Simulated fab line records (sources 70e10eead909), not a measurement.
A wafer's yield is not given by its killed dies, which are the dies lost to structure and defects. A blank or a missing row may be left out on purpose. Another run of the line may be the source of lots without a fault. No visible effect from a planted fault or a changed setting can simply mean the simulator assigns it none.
Matching of chambers | flow nand harc | pecvd-02 running NHARC_A_STAIRCASE_DEP_325: 3 sister chambers
The step deposits SiO2, target thk 3800 nm. 5 wafers are shown with their chamber, then 7 later ones without.

WAFERS PAIRED WITH THEIR CHAMBERS
wafer  | chamber | heater power w (W)
L075.3 | 2       | 782
L086.4 | 1       | 639
L086.6 | 0       | 801
L088.1 | 0       | 897
L088.2 | 1       | 760

WAFERS MISSING THEIR CHAMBER
wafer  | heater power w (W)
L088.4 | 649
L094.2 | 770
L094.3 | 864
L094.5 | 794
L096.4 | 841
L096.5 | 646
L096.6 | 638

THE CHAMBER EACH PASSED THROUGH
wafer  | from the rows above          | in truth
L088.4 | can't be placed: 1 or 2 or 0 | 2
L094.2 | can't be placed: 2 or 1 or 0 | 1
L094.3 | can't be placed: 0 or 2 or 1 | 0
L094.5 | can't be placed: 2 or 0 or 1 | 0
L096.4 | can't be placed: 0 or 2 or 1 | 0
L096.5 | can't be placed: 1 or 2 or 0 | 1
L096.6 | can't be placed: 1 or 2 or 0 | 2
0 of 7 placed correctly. Unplaceable from these rows: 7, with the true chamber sitting among the candidates in 7. 0 placed wrongly.
How it was worked out, from the rows above alone: a wafer's distance from a chamber is the root of the sum, over the readings, of the square of ((its reading less the chamber's mean) divided by the reading's scatter). If the next closest chamber is less than 2 further off than the closest, the wafer can't be placed; otherwise it belongs to the closest. Each chamber's mean is taken over the wafers shown for it. The scatter: the root of (the sum of the squares of (reading less its chamber's mean) over the shown wafers, divided by (wafers less chambers)).
